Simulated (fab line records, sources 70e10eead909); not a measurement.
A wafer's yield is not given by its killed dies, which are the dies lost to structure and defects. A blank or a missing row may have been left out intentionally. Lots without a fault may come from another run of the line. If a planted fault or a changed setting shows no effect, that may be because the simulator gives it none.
What tool caused it? + flow nand harc + 72 wafers sampled from 24 lots at 1 step of a route of 1159

WHAT THE GAUGES SHOWED, per wafer
NHARC_A_CHANNEL_HOLE_D1_CD_MEAS_30. Usual: 90.3 nm for cd nm, sd 1.5.
| lot  | measured     | on        | cd nm (nm)     | flag |
|------|--------------|-----------|----------------|------|
| L074 | day 8 12:51  | cd sem-02 | 87.8 90.7 89.4 |      |
| L075 | day 8 20:39  | cd sem-02 | 90.1 90.7 90.8 |      |
| L076 | day 9 00:20  | cd sem-02 | 89.6 92.6 90.5 |      |
| L077 | day 9 03:42  | cd sem-03 | 92.8 93.6 92.2 |      |
| L078 | day 9 13:58  | cd sem-02 | 88.8 90.1 89.9 |      |
| L080 | day 10 00:15 | cd sem-02 | 90.4 91.4 90.2 |      |
| L079 | day 10 00:25 | cd sem-01 | 91.5 92.4 90.5 |      |
| L082 | day 10 09:21 | cd sem-01 | 90.4 90.3 90.1 |      |
| L081 | day 10 09:35 | cd sem-02 | 88.3 89.8 89.1 |      |
| L084 | day 10 19:57 | cd sem-02 | 90.1 87.4 90.9 |      |
| L083 | day 10 20:17 | cd sem-02 | 91.7 91.3 92.0 |      |
| L087 | day 11 15:10 | cd sem-02 | 89.3 88.9 88.7 |      |
| L085 | day 11 15:26 | cd sem-03 | 90.8 91.4 88.7 |      |
| L086 | day 11 19:46 | cd sem-02 | 90.4 90.6 87.3 |      |
| L088 | day 12 03:04 | cd sem-03 | 88.4 92.7 89.9 |      |
| L090 | day 12 10:51 | cd sem-01 | 90.6 88.4 89.3 |      |
| L089 | day 12 10:58 | cd sem-02 | 87.6 89.7 89.1 |      |
| L091 | day 12 15:09 | cd sem-01 | 92.0 91.5 89.5 |      |
| L092 | day 12 23:11 | cd sem-02 | 89.8 91.2 88.8 |      |
| L093 | day 13 09:08 | cd sem-01 | 91.4 90.5 89.9 |      |
| L094 | day 13 09:36 | cd sem-01 | 92.7 91.3 91.3 |      |
| L096 | day 13 22:24 | cd sem-01 | 91.4 91.0 93.8 |      |
| L097 | day 14 02:34 | cd sem-02 | 92.8 89.1 91.6 |      |
| L095 | day 14 06:44 | cd sem-01 | 91.4 91.4 87.8 |      |

TOOL THAT RAN EACH LOT (tool first, then ch and the chambers of the sampled wafers, then the start)
Record: no process step prior to these readings.

AS READ BY THE TOOLS THEMSELVES (means over the sampled wafers that have a number; for cases with no such wafer, the mark the record gives instead)
The record holds no such reading with a usual standard deviation.

THE ANSWER, worked out from the rows above alone
Rule: a lot counts as off when the mean over its wafers that have a number is more than 3 standard deviations away from the usual mean. A lot without any number at a reading at which 4 lots or more have one is off too. The other lots that the step has rows for count as sound. First the gauges in route order, then the tools' own readings, where a lot's mean is used as printed above. At the first step where some lot is off, the reading lying furthest off is the one used; lots without a number count as furthest.
No lot is off on any of the readings shown, so nothing can be concluded from this.

WHAT THE SIMULATOR HAD PUT IN
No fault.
